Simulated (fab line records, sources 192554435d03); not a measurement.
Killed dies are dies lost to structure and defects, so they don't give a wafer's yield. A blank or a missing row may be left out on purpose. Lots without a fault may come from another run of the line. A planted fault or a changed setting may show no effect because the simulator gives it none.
One fault seen from 2 desks | flow n5_finfet | each desk has only its own numbers; what lay behind them comes last

THE DEFECT DESK
What the inspections along the route counted, lot by lot: means of the sampled wafers that have a number. A lot is out of limits, marked OUT, if its mean lies more than 4 standard deviations from the usual mean; the brackets give that distance.
Columns: A = raw_defect_count at N5_BEOL_M5_INSPECT_58, usual 64; B = raw_defect_count at N5_BEOL_M6_INSPECT_13, usual 413
lot  | first seen here | A  | B
L253 | day 8 12:20     | 78 | 335
L255 | day 9 19:52     | 78 | 466
L262 | day 11 03:26    | 80 | 400
L270 | day 12 23:53    | 62 | 440
L272 | day 13 14:02    | 49 | 421
This desk's finding: nothing out of limits on any of the 5 lots.

THE METROLOGY DESK
What the gauges read, lot by lot, whatever tool the lot ran on: means of the sampled wafers that have a number. A lot is out of limits, marked OUT, if its mean lies more than 4 standard deviations from the usual mean; the brackets give that distance.
Columns: A = M5_RS at N5_BEOL_M5_RS_MEAS_57, usual 0.382 ohm/sq; B = M6_ILD_THK at N5_BEOL_M6_THK_MEAS_01, usual 154.0 nm; C = cd_nm at N5_BEOL_M6_CD_MEAS_11, usual 38.6 nm; D = M6_OVL at N5_BEOL_M6_OVL_MEAS_12, usual -0.3 nm
lot  | first seen here | A     | B     | C    | D
L253 | day 8 12:18     | 0.403 | 152.6 | 38.6 | -0.1
L255 | day 9 19:50     | 0.378 | 156.0 | 39.1 | -0.4
L262 | day 11 03:25    | 0.388 | 154.4 | 38.1 | -0.3
L270 | day 12 23:51    | 0.382 | 152.6 | 38.6 | -0.1
L272 | day 13 14:01    | 0.380 | 153.7 | 39.5 | -0.4
This desk's finding: nothing out of limits on any of the 5 lots.

PUT TOGETHER
The defect desk saw nothing out of limits.
The metrology desk saw nothing out of limits.

WHAT THE SIMULATOR HAD PUT IN
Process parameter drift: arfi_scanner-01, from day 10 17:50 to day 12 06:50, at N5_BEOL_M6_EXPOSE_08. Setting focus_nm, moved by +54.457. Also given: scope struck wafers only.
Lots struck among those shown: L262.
